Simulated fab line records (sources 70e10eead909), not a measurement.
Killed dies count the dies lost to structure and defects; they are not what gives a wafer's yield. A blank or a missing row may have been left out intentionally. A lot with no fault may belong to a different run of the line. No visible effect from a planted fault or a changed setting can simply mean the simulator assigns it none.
A lot that was struck, set against a sound lot || flow nand harc || 14 steps out of a route of 1302
Sound: wafers L842.1, L842.2, L842.3. The struck wafers were L835.3, L835.4, L835.6. The cause is named last.
For every step that has rows: the tool of each side, followed by ch and its chambers, followed by its first start. Under that, the readings that differ: sound wafers || struck wafers || difference of the means || sigmas: that difference in standard deviations of wafers without a fault.
alike: words and numbers the same on both sides, and readings whose means are apart by under 2 such deviations; not compared: readings that were withheld, readings missing a value for some wafer, numbers with overlapping values and no deviation given by the record, and bounds like >300 which may hide the same value.
Wherever a step has rows on one side only, a row that says differs or no value, or a row with sigmas, the two part there. Numbers that have no deviation but don't overlap get no sigmas and don't part them. A reading missing from all wafers of one side parts the sides only when that side holds two or more wafers.

NHARC_A_BLC_PVD_32: deposits Ti, target thk 5 nm, time 17.7 s.
  sound on pvd sputter-03; struck on pvd sputter-03
  alike: throttle valve pct
NHARC_A_BLC_ALD_23: deposits TiN, target thk 3 nm, pulse time 1 s, ald cycles 150.
  sound on ald metal-01 ch 0,1,3, day 29 12:38; struck on ald metal-03 ch 1,3, day 25 16:16
  alike: heater power w, precursor pulse height rel
NHARC_A_BLC_CVD_24: deposits W, target thk 150 nm, time 434 s.
  sound on cvd w-02 ch 0,1; struck on cvd w-01 ch 0,1
  alike: heater power w, throttle valve pct
NHARC_A_BLC_CMP_25: polishes, t overpolish 30 s, target thk 150 nm.
  sound on cmp-04 ch 0,2,3, day 29 13:25; struck on cmp-04 ch 0,2,3, day 25 17:00
  alike: motor current A, overpolish run s, time to endpoint s
next, for these wafers, 1 step has no rows: NHARC_A_BLC_SRD_27.
NHARC_A_BLC_INSPECT_28:
  sound on defect inspect-01 at day 29 13:47; struck on defect inspect-01 at day 25 17:25
  alike: raw defect count
then, 5 steps without rows for these wafers: NHARC_A_M0_DEP_00 (deposits SiOC, target thk 150 nm); NHARC_A_M0_DEHYDRATE_01 (time 120 s); NHARC_A_M0_HMDS_02 (time 30 s); NHARC_A_M0_COAT_33 (time 65 s); NHARC_A_M0_COAT_03 (resist thk 90 nm).
NHARC_A_M0_SOFTBAKE_04: time 55 s.
  sound on litho track-04 ch 0, day 29 14:00; struck on litho track-01 ch 0, day 25 17:00
{"reading": "heater power total W (W)", "sound": "188.49 188.43 188.52", "struck": "210.07 209.94 210.37", "difference": "+21.65", "sigmas": "+99 or more"}
  alike: exhaust pa
next, for these wafers, 1 step has no rows: NHARC_A_M0_EBR_05.
NHARC_END_SORT_01:
  sound on prober-01 ch 0, day 31 19:11; struck on prober-01 ch 0, day 27 09:43
  alike: defect limited yield, killed at array, killed at other, killed at periphery, killed dies, killed open, killed short

WHERE THEY PART
Only at NHARC_A_M0_SOFTBAKE_04, as far as this record shows. Later steps at which nothing parts them and some readings are alike: NHARC_END_SORT_01.

WHY: the cause the simulator had injected
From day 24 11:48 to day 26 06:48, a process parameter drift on litho track-01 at NHARC_A_M0_SOFTBAKE_04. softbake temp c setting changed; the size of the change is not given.
